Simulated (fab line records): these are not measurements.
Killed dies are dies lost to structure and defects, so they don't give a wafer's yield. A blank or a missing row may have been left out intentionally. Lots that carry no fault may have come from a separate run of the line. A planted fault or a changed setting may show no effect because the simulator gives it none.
Struck lot and sound lot, side by side / flow n5-finfet / 25 steps out of a route of 1938
Sound: wafers L484.1, L484.2, L484.5. The struck wafers were L496.1, L496.3, L496.6. At the end, the cause is stated.
Per side, at each step with rows, come the tool, then ch with its chambers, and then its first start. Under that, the readings that differ: sound wafers / struck wafers / difference of the means / sigmas: that difference in standard deviations of wafers without a fault.
alike: same words and numbers on both sides, and readings whose means sit less than 2 such deviations apart. not compared: any withheld reading, any reading some wafer has no value for, any bound like >300 that may hide the same value, and any number with overlapping values for which the record gives no deviation.
The two part at a step that has a row with sigmas, a row that says differs or no value, or rows on one side only. Non-overlapping numbers with no deviation appear without sigmas and do not part them. A reading missing from all wafers of one side parts the sides only when that side holds two or more wafers.

first, 5 steps without rows for these wafers: N5_BEOL_M0_SAQP_EBR_10; N5_BEOL_M0_SAQP_SOFTBAKE_09 (time 60 s); N5_BEOL_M0_SAQP_EXPOSE_11 (exposes mask M0 CORE, target cd 42 nm); N5_BEOL_M0_SAQP_PEB_12 (peb time 60 s); N5_BEOL_M0_SAQP_DEVELOP_13 (develop time 30 s).
N5_BEOL_M0_SAQP_CD_MEAS_14: the cd target is 42.5 nm.
  sound on cd-sem-03 ch 0, day 6 19:19; struck on cd-sem-02 ch 0, day 9 20:53
  alike: cd-nm
N5_BEOL_M0_SAQP_OVL_MEAS_15:
  sound on overlay-02 ch 0, day 6 19:21; struck on overlay-01 ch 0, day 9 20:55
  alike: M0_CORE_OVL
N5_BEOL_M0_SAQP_INSPECT_16: inspects for defects (brightfield).
  sound on defect-inspect-02 at day 6 19:22; struck on defect-inspect-01 at day 9 20:56
  alike: raw-defect-count
then, 1 step without rows for these wafers: N5_BEOL_M0_SAQP_DESCUM_19 (chemistry O2, time 7.9 s).
N5_BEOL_M0_SAQP_ETCH_83: etches SiARC in CF4, target depth 39 nm, time 65 s.
  sound on rie-diel-04 ch 1,2,3, day 6 19:38; struck on rie-diel-01 ch 0,3, day 9 21:01
  alike: chamber-pressure-mTorr, drypump-motor-current-A, etch-rf-on-time-s, oes-product-au, rf-vpp-V, showerhead-plenum-p-Torr, throttle-valve-pct
  not compared: rf-hours-counter-h
N5_BEOL_M0_SAQP_ETCH_84: etches SOC in N2/H2, target depth 100 nm, overetch 20 nm, time 150 s.
  sound on rie-diel-04 ch 1,2,3, day 6 19:41; struck on rie-diel-01 ch 0,3, day 9 21:04
  alike: chamber-pressure-mTorr, drypump-motor-current-A, oes-product-au, rf-vpp-V, showerhead-plenum-p-Torr, throttle-valve-pct
  not compared: rf-hours-counter-h
then, 1 step without rows for these wafers: N5_BEOL_M0_SAQP_STRIP_80 (strips in N2/H2).
N5_BEOL_M0_SAQP_HM_OPEN_112: chemistry CHF3/O2, target SiO2, stops on a-Si, target depth 12 nm, time 13.5 s.
  sound on rie-diel-04 ch 1,2,3, day 6 19:47; struck on rie-diel-01 ch 0,3, day 9 21:10
  no value came back on the struck wafers for any of 8 readings (CHF3_flow_sccm (sccm), O2_flow_sccm (sccm) and others); on the sound wafers CHF3_flow_sccm (sccm) reads 49.94 50.00 49.82
reading=model.SiARC_of_BEOL_M0_SAQP_COAT_82.thk-nm (nm); sound=5.4 4.4 5.4; struck=24.2 24.6 24.2; difference=+19.3; sigmas=
  not compared: rf-hours-counter-h
then, 1 step without rows for these wafers: N5_BEOL_M0_SAQP_STRIP_113 (strips in CHF3/O2).
N5_BEOL_M0_SAQP_MANDREL_ETCH_20: etches a-Si in HBr/Cl2, stops on SiNx, target depth 60 nm, bt time 10 s, time 30 s.
  sound on rie-si-02 ch 1,2,3, day 6 19:52; struck on rie-si-02 ch 0,1,2, day 9 21:15
reading=oes-product-au (a.u.); sound=0.761 0.772 0.778; struck=0.333 0.324 0.317; difference=-0.446; sigmas=-32
  alike: chamber-pressure-mTorr, drypump-motor-current-A, throttle-valve-pct
  not compared: rf-hours-counter-h
N5_BEOL_M0_SAQP_STRIP_86: strips in N2/H2.
  sound on rie-diel-05 ch 0,3, day 6 20:01; struck on rie-diel-05 ch 0,2,3, day 9 21:33
  alike: chamber-pressure-mTorr, drypump-motor-current-A, oes-product-au, rf-vpp-V, showerhead-plenum-p-Torr, throttle-valve-pct
  not compared: rf-hours-counter-h
then, 2 steps without rows for these wafers: N5_BEOL_M0_SAQP_STRIP_115 (strips in post etch residue remover, time 60 s); N5_BEOL_M0_SAQP_SRD_93 (time 30 s).
N5_BEOL_M0_SAQP_RECESS_114: chemistry HF/NH3, target SiO2, target depth 14.4 nm, afs cycles 3, sublimation time 60 s.
  sound on vapor-etch-02 ch 0,1, day 6 20:08; struck on vapor-etch-02 ch 0,1, day 9 21:41
  alike: drypump-motor-current-A
then, 1 step without rows for these wafers: N5_BEOL_M0_SAQP_SPACER1_ALD_98 (deposits SiO2, target thk 12.8 nm, pulse time 1 s, purge time 2 s).
N5_BEOL_M0_SAQP_SPACER1_ETCHBACK_99: etches SiO2 in CHF3/O2, target depth 15.4 nm, time 7.7 s.
  sound on rie-diel-05 ch 0,1, day 6 21:20; struck on rie-diel-04 ch 1,2,3, day 9 22:33
  alike: chamber-pressure-mTorr, drypump-motor-current-A, oes-product-au, rf-vpp-V, showerhead-plenum-p-Torr, throttle-valve-pct
  not compared: rf-hours-counter-h
N5_BEOL_M0_SAQP_MANDREL1_REMOVE_100: chemistry HBr/Cl2/O2, target a-Si, stops on SiNx, bt time 10 s.
  sound on rie-si-06 ch 0,1, day 6 21:26; struck on rie-si-04 ch 0,2, day 9 22:38
reading=oes-product-au (a.u.); sound=0.990 1.023 1.030; struck=0.378 0.368 0.382; difference=-0.638; sigmas=-27
  alike: chamber-pressure-mTorr, drypump-motor-current-A, throttle-valve-pct
  not compared: rf-hours-counter-h
N5_BEOL_M0_SAQP_CD_MEAS_25: the cd target is 13.1 nm.
  sound on cd-sem-02 ch 0, day 6 21:32; struck on cd-sem-02 ch 0, day 9 22:44
reading=cd-nm (nm); sound=12.80 12.26 12.47; struck=- - -; difference=no value on the struck wafers; sigmas=
then, 1 step without rows for these wafers: N5_BEOL_M0_SAQP_ETCH_101 (etches SiNx in CH3F/O2, target depth 29.9 nm, time 42.7 s).
N5_BEOL_M4_RC_MEAS_101:
  the record has rows for the sound wafers here (prober-01 ch 0, day 9 08:15) and none for the struck ones

== WHERE THEY PART ==
Last at N5_BEOL_M4_RC_MEAS_101 as far as this record goes, first at N5_BEOL_M0_SAQP_HM_OPEN_112.

WHY: the cause the simulator had injected
At N5_BEOL_M0_SAQP_HM_OPEN_112, the step was skipped entirely on rie-diel-01 from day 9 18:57 on. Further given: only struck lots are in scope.
